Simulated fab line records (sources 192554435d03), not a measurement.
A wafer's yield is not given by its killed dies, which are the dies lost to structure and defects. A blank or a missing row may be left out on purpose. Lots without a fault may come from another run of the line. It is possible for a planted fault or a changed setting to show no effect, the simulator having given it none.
fab line records    flow n5_finfet
record: lots: 11  wafers: 33  last_day: 18
route steps=1938 shown BEOL_M15@1817 MIM_TOP_ETCH@1851 MIM_BOT_LITHO@1863 PASSIVATION@1936
lots that met no fault: from a run of the same line without faults
start_h: hours from the record's first day to the start of the lot's first wafer shown    wait_h: time in hours since the lot's previous step    " the same as in the row above    L1.1+2: several wafers, shown together as one row    - no value present, or no start provided    * or withheld: withheld    < > ~ a bound
route shown NAME@n: names a module that has steps shown in the file, with the first one's number in the route    usual: average and standard deviation across the fault-free wafers    same: alike in all rows    chamber/n: place in a boat    sites: per-site readings    _std_site: their standard deviation    _edge_site: inner sites' mean taken away from outer sites' mean    radius_mm: how far each site lies from the wafer's centre    mask NAME#n: copy n    behind: tool/chamber where the wafer was last shaped    hold: why the lot went on hold/how many hours it stayed there/how the hold came to an end    device: the n, p or np transistor that did not switch    end of line: at the end of the route, the tests of the same wafers    a step given without rows: its recipe and nothing more    killed: the dies lost at the first sort to structure and to defects; this is not the yield of the wafer    map: shows each die of a wafer: x if killed, . if not, _ if none is there
set.NAME: the setting the step ran with; set.NAME@STEP: the setting that earlier step ran with    model.NAME: the simulator's own value behind a step, which no gauge read
a sample of lots followed through the steps of the route, with each step as a table and each wafer as a row
services: a tool's chamber out of use, with start hour (start_h, from the record's first day; less than 0 if before it), hours out, and reason
== steps ==
step: N5_BEOL_M15_DEGAS_41
recipe: ambient: vacuum  temp_c: 300  time_s: 60
usual: heater_power_w: 446/51
same: time_s: 60
lot.wafer  tool            chamber  start_h  wait_h  heater_power_w
L943.1     pvd_sputter-03  -        254.30   0.2     420
L943.3     "               -        "        "       471
L943.6     "               -        "        "       436
L944.1     pvd_sputter-03  -        255.85   0.0     419
L944.4     "               -        "        "       459
L944.5     "               -        "        "       419
L947.1     pvd_sputter-02  -        287.51   1.8     431
L947.2     "               -        "        "       578
L947.6     "               -        "        "       359
L950.1     pvd_sputter-03  -        304.03   1.6     422
L950.3     "               -        "        "       420
L950.6     "               -        "        "       426
L953.1     pvd_sputter-03  -        321.97   0.3     423
L953.2     "               -        "        "       482
L953.5     "               -        "        "       420
L959.1     pvd_sputter-01  -        359.70   0.3     423
L959.2     "               -        "        "       449
L959.6     "               -        "        "       449
L964.2     pvd_sputter-02  -        384.05   0.3     364
L964.4     "               -        "        "       458
L964.5     "               -        "        "       372
L962.1     pvd_sputter-02  -        384.65   0.1     438
L962.3     "               -        "        "       560
L962.4     "               -        "        "       448
L965.1     pvd_sputter-03  -        401.09   0.3     454
L965.4     "               -        "        "       427
L965.5     "               -        "        "       477
L963.1     pvd_sputter-01  -        409.15   0.6     452
L963.3     "               -        "        "       423
L963.6     "               -        "        "       423
L966.1     pvd_sputter-02  -        415.21   0.4     436
L966.4     "               -        "        "       366
L966.6     "               -        "        "       456
step: N5_MIM_TOP_ETCH_ETCH_00
recipe: chemistry: Cl2/BCl3  target: TiN  target_depth_a: 385  ion_energy_ev: 150  pressure_mtorr: 10  icp_w: 1000  bias_w: 126  Cl2_flow_sccm: 53.25  bcl3_flow_sccm: 21.75  Ar_flow_sccm: 25
usual: drypump_motor_current_A: 5.3/0.33  mfc_cl2_sccm: 53.21/0.17  oes_product_au: 0.81/0.092  throttle_valve_pct: 22.8/0.31
lot.wafer  tool          chamber  start_h  wait_h  drypump_motor_current_A  mfc_cl2_sccm  oes_product_au  rf_hours_counter_h  throttle_valve_pct
L943.1     rie_metal-01  1        262.08   0.1     5.2                      52.94         0.82            26                  22.5
L943.3     "             0        "        "       5.8                      53.26         0.63            -                   22.8
L943.6     "             0        "        "       5.8                      53.00         0.64            -                   22.8
L944.1     rie_metal-03  1        263.21   0.1     4.9                      53.04         0.90            10                  23.1
L944.4     "             1        "        "       4.9                      53.20         0.91            -                   23.1
L944.5     "             1        "        "       4.9                      53.08         0.90            -                   23.1
L947.1     rie_metal-01  0        292.88   0.1     5.9                      53.14         0.64            117                 22.8
L947.2     "             1        "        "       5.1                      63.69         0.82            29                  23.7
L947.6     "             1        "        "       5.1                      63.72         0.82            -                   23.7
L950.1     rie_metal-01  1        309.81   0.1     5.2                      63.99         0.81            32                  23.7
L950.3     "             1        "        "       5.2                      63.67         0.82            -                   23.7
L950.6     "             1        "        "       5.2                      63.72         0.82            -                   23.7
L953.1     rie_metal-03  0        328.91   0.1     5.4                      53.04         0.71            72                  23.1
L953.2     "             1        "        "       4.9                      53.45         0.89            15                  23.1
L953.5     "             1        "        "       4.9                      53.29         0.89            -                   23.1
L959.1     rie_metal-01  1        366.86   0.1     5.1                      52.88         0.78            37                  22.5
L959.2     "             0        "        "       5.8                      52.98         0.96            4                   22.8
L959.6     "             0        "        "       5.9                      53.16         0.96            -                   22.8
L964.2     rie_metal-02  0        392.54   0.1     5.6                      53.37         0.79            36                  22.2
L964.4     "             1        "        "       5.0                      53.14         0.87            -                   23.0
L964.5     "             0        "        "       5.6                      53.32         0.80            -                   22.2
L962.1     rie_metal-03  1        393.21   0.1     4.9                      53.60         0.86            20                  23.1
L962.3     "             1        "        "       4.9                      53.25         0.87            -                   23.1
L962.4     "             0        "        "       5.4                      53.43         0.69            -                   23.1
L965.1     rie_metal-01  1        407.35   0.1     5.2                      53.43         0.77            41                  22.5
L965.4     "             1        "        "       5.2                      53.10         0.77            -                   22.6
L965.5     "             1        "        "       5.2                      52.95         0.78            -                   22.5
L963.1     rie_metal-01  0        416.03   0.1     5.8                      53.22         0.93            8                   22.8
L963.3     "             1        "        "       5.2                      53.34         0.79            -                   22.5
L963.6     "             1        "        "       5.2                      53.39         0.78            -                   22.5
L966.1     rie_metal-03  1        420.20   0.1     4.9                      53.29         0.85            23                  23.1
L966.4     "             1        "        "       4.9                      53.39         0.85            -                   23.1
L966.6     "             0        "        "       5.4                      53.42         0.69            -                   23.1
step: N5_MIM_BOT_LITHO_OVL_MEAS_11
recipe: points_per_wafer: 44
usual: MIM_BOT_OVL: -1/4.7
lot.wafer  tool        chamber  start_h  wait_h  MIM_BOT_OVL[nm]
L943.1     overlay-01  0        262.81   0.0     5
L943.3     "           0        "        "       -4
L943.6     "           0        "        "       -3
L944.1     overlay-02  0        263.93   0.0     -5
L944.4     "           0        "        "       0
L944.5     "           0        "        "       1
L947.1     overlay-01  0        293.49   0.0     -2
L947.2     "           0        "        "       2
L947.6     "           0        "        "       -3
L950.1     overlay-02  0        311.03   0.0     -2
L950.3     "           0        "        "       -6
L950.6     "           0        "        "       -5
L953.1     overlay-02  0        329.64   0.0     -5
L953.2     "           0        "        "       4
L953.5     "           0        "        "       -5
L959.1     overlay-02  0        367.58   0.0     -2
L959.2     "           0        "        "       6
L959.6     "           0        "        "       -4
L964.2     overlay-02  0        393.28   0.0     -3
L964.4     "           0        "        "       -7
L964.5     "           0        "        "       -9
L962.1     overlay-01  0        393.92   0.0     -5
L962.3     "           0        "        "       -3
L962.4     "           0        "        "       -1
L965.1     overlay-02  0        408.10   0.0     -7
L965.4     "           0        "        "       2
L965.5     "           0        "        "       -8
L963.1     overlay-01  0        416.75   0.0     -2
L963.3     "           0        "        "       -3
L963.6     "           0        "        "       -6
L966.1     overlay-01  0        421.01   0.0     0
L966.4     "           0        "        "       1
L966.6     "           0        "        "       2
step: N5_MIM_BOT_LITHO_DESCUM_10
recipe: chemistry: O2  time_s: 7.9  source_power_w: 50  bias_power_w: 20  pressure_mtorr: 20  rf_frequency_hz: 2.712e+07  temp_c: 40  o2_flow_sccm: 225
usual: bias_power_w: 20.00/0.059  drypump_motor_current_A: 5.7/0.45  oes_product_au: 0.82/0.094  rf_vpp_V: 243.3/1.7  showerhead_plenum_p_Torr: 2.11/0.1  throttle_valve_pct: 20.38/0.26
same: time_s: 7.9
lot.wafer  tool         chamber  start_h  wait_h  bias_power_w  drypump_motor_current_A  oes_product_au  rf_hours_counter_h  rf_vpp_V  showerhead_plenum_p_Torr  throttle_valve_pct
L943.1     rie_diel-05  1        262.88   0.0     20.11         6.6                      0.92            40                  245.9     2.24                      20.62
L943.3     "            3        "        "       20.03         5.1                      0.70            237                 242.9     2.06                      20.45
L943.6     "            1        "        "       19.90         6.6                      0.92            -                   247.3     2.24                      20.61
L944.1     rie_diel-06  2        263.98   0.0     20.07         5.6                      0.67            241                 241.5     1.98                      20.59
L944.4     "            3        "        "       20.04         5.7                      0.76            157                 245.4     2.18                      20.56
L944.5     "            0        "        "       20.07         6.0                      0.74            -                   244.5     2.20                      20.68
L947.1     rie_diel-06  3        293.55   0.0     19.99         5.7                      0.76            169                 245.4     2.18                      20.57
L947.2     "            1        "        "       20.02         5.7                      0.89            21                  241.6     2.04                      20.27
L947.6     "            3        "        "       19.98         5.7                      0.76            -                   244.4     2.18                      20.57
L950.1     rie_diel-06  2        311.09   0.0     20.06         5.6                      1.02            0                   245.9     2.25                      20.13
L950.3     "            0        "        "       20.02         6.0                      0.73            194                 244.7     2.19                      20.71
L950.6     "            0        "        "       20.03         6.0                      0.73            -                   243.3     2.19                      20.71
L953.1     rie_diel-05  2        329.70   0.0     20.06         5.4                      0.89            39                  244.6     2.22                      20.08
L953.2     "            0        "        "       19.89         5.3                      0.70            214                 241.4     1.88                      20.63
L953.5     "            3        "        "       19.95         5.1                      0.98            -                   242.1     2.05                      20.04
L959.1     rie_diel-01  1        367.69   0.1     20.02         6.1                      0.94            8                   242.7     2.03                      20.27
L959.2     "            3        "        "       20.01         5.3                      0.89            28                  241.8     2.04                      20.09
L959.6     "            3        "        "       20.00         5.3                      0.89            -                   242.1     2.04                      20.09
L964.2     rie_diel-01  1        393.34   0.0     19.99         6.1                      0.90            16                  242.9     2.03                      20.28
L964.4     "            2        "        "       19.87         6.4                      0.85            50                  243.6     2.12                      20.05
L964.5     "            3        "        "       19.97         5.3                      0.88            -                   241.9     2.04                      20.09
L962.1     rie_diel-01  2        393.98   0.0     19.95         6.3                      0.86            50                  242.8     2.12                      20.02
L962.3     "            3        "        "       19.94         5.3                      0.88            37                  241.8     2.04                      20.07
L962.4     "            1        "        "       19.91         6.1                      0.92            16                  242.5     2.03                      20.28
L965.1     rie_diel-05  0        408.19   0.1     19.86         5.3                      0.69            242                 241.3     1.87                      20.69
L965.4     "            1        "        "       20.11         6.6                      0.86            92                  244.2     2.22                      20.70
L965.5     "            1        "        "       20.05         6.6                      0.85            -                   242.2     2.22                      20.70
L963.1     rie_diel-06  2        416.92   0.1     20.00         5.5                      0.89            31                  245.9     2.23                      20.17
L963.3     "            3        "        "       20.01         5.7                      0.71            208                 243.9     2.16                      20.63
L963.6     "            0        "        "       19.93         6.0                      0.69            -                   245.1     2.17                      20.79
L966.1     rie_diel-06  3        421.08   0.0     20.08         5.7                      0.71            210                 243.9     2.16                      20.64
L966.4     "            2        "        "       20.06         5.6                      0.89            32                  245.3     2.23                      20.19
L966.6     "            2        "        "       20.03         5.6                      0.89            -                   243.9     2.23                      20.16
step: N5_PASSIVATION_PROBE_49
usual: defect_limited_yield: 90.9/1.5  killed_at_M0_to_M3: 35/10  killed_at_M4_up: 14/5.2  killed_at_contacts: 13/7.3  killed_at_front_end: 42/12  killed_at_other: 3.4/2.5  killed_dies: 108/18  killed_open: 70/13  killed_short: 35/8  sort_bin_4_leakage: 0.00/0.007  sort_bin_5_function: 5.4/1  sort_bin_6_memory: 3.4/0.71  sort_bin_8_speed: 0.00/0.0099  sort_n_pass: 1072/18  sort_yield_pct: 90.9/1.5
same: gross_dies: 1180  killed_at_back_side: 0
lot.wafer  tool       chamber  start_h  wait_h  defect_limited_yield[%]  killed_at_M0_to_M3  killed_at_M4_up  killed_at_contacts  killed_at_front_end  killed_at_other  killed_dies  killed_open  killed_short  sort_bin_4_leakage[%]  sort_bin_5_function[%]  sort_bin_6_memory[%]  sort_bin_8_speed[%]  sort_n_pass  sort_yield_pct[%]
L953.1     prober-01  -        338.34   0.0     89.5                     47                  23               16                  32                   6                124          88           36            0                      6.4                     3.7                   0                    1056         89.5
L953.2     prober-01  -        338.39   0.1     90.8                     44                  13               11                  39                   2                109          69           39            0                      5.5                     3.5                   0                    1071         90.8
L953.5     prober-01  -        338.54   0.2     88.1                     39                  25               18                  58                   0                140          101          38            0                      7.2                     4.5                   0                    1040         88.1
killed by level:class
L953.1 FIN_SAQP:geometric_particle:open=13 MOL_CONTACT_COAG:geometric_particle:open=13 BEOL_M2:geometric_particle:short=9 BEOL_M5:geometric_particle:open=8 BEOL_M0_SAQP:geometric_particle:open=8 BEOL_M2:geometric_particle:open=8 BEOL_M1:geometric_particle:open=7 BEOL_M0_SAQP:geometric_particle:short=7
L953.2 FIN_SAQP:geometric_particle:open=12 MOL_CONTACT_COAG:geometric_particle:open=9 BEOL_M3:geometric_particle:open=8 FIN_SAQP:geometric_particle:short=6 BEOL_M0_SAQP:geometric_particle:open=6 BEOL_M0_SAQP:geometric_particle:short=6 BEOL_M3:geometric_particle:short=6 BEOL_M4:geometric_particle:open=6
L953.5 FIN_SAQP:geometric_particle:open=23 FIN_SAQP:geometric_particle:short=15 BEOL_M4:geometric_particle:open=14 MOL_CONTACT_COAG:geometric_particle:open=14 BEOL_M2:geometric_particle:open=9 BEOL_M3:geometric_particle:open=9 BEOL_M0_SAQP:geometric_particle:short=8 STI_FIN_REVEAL:geometric_particle:open=7
== services ==
tool            chamber  start_h  hours  kind
rie_metal-03    0        234.74   7.5    repair
rie_diel-01     2        235.67   -      clean
rie_diel-01     2        235.67   -      consumable_replace:focus_ring
rie_diel-01     2        235.67   13.8   scheduled_down
rie_diel-01     2        235.67   13.8   vent_cycle
rie_diel-01     2        252.91   7.8    repair
rie_diel-06     2        288.52   -      clean
rie_diel-06     2        288.52   -      consumable_replace:focus_ring
rie_diel-06     2        288.52   -      consumable_replace:showerhead
rie_diel-06     2        288.52   22.3   scheduled_down
rie_diel-06     2        288.52   22.3   vent_cycle
pvd_sputter-01  -        297.03   20.4   repair
rie_metal-01    0        298.45   -      clean
rie_metal-01    0        298.45   34.2   scheduled_down
rie_metal-01    0        298.45   34.2   vent_cycle
rie_diel-06     3        309.61   11.3   repair
rie_diel-01     3        331.39   3.3    repair
pvd_sputter-02  -        335.00   4.1    repair
rie_metal-01    1        343.94   10.0   repair
rie_diel-06     2        357.44   6.5    repair
rie_metal-02    -        360.43   0.4    repair
rie_diel-05     3        367.90   10.7   repair
rie_metal-02    -        404.08   1.2    repair
rie_metal-01    0        406.80   8.3    repair
== key ==
first_sign: step: N5_MIM_TOP_ETCH_ETCH_00  reading: mfc_cl2_sccm  direction: up  sigmas: 62  usual: 53.21  struck: 63.76
effect: step: N5_MIM_TOP_ETCH_ETCH_00  reading: throttle_valve_pct  direction: up  sigmas: 2.9  usual: *  struck: *
met_at N5_MIM_TOP_ETCH_ETCH_00
struck_lots L947,L950
struck_wafers L947.2,L947.6,L950.1,L950.3,L950.6
not_acting_at N5_BEOL_M15_DEGAS_41,N5_MIM_BOT_LITHO_OVL_MEAS_11,N5_MIM_BOT_LITHO_DESCUM_10
onset_between 262.08 292.88
fault: kind: process_parameter_drift  tool: rie_metal-01  chamber: 1  onset_h: 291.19  steps: N5_MIM_TOP_ETCH_ETCH_00  channel: Cl2_flow_sccm  offset: 10.548  shape: step  end_h: 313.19  acts_in: these_recipes_only  stated: 53.25
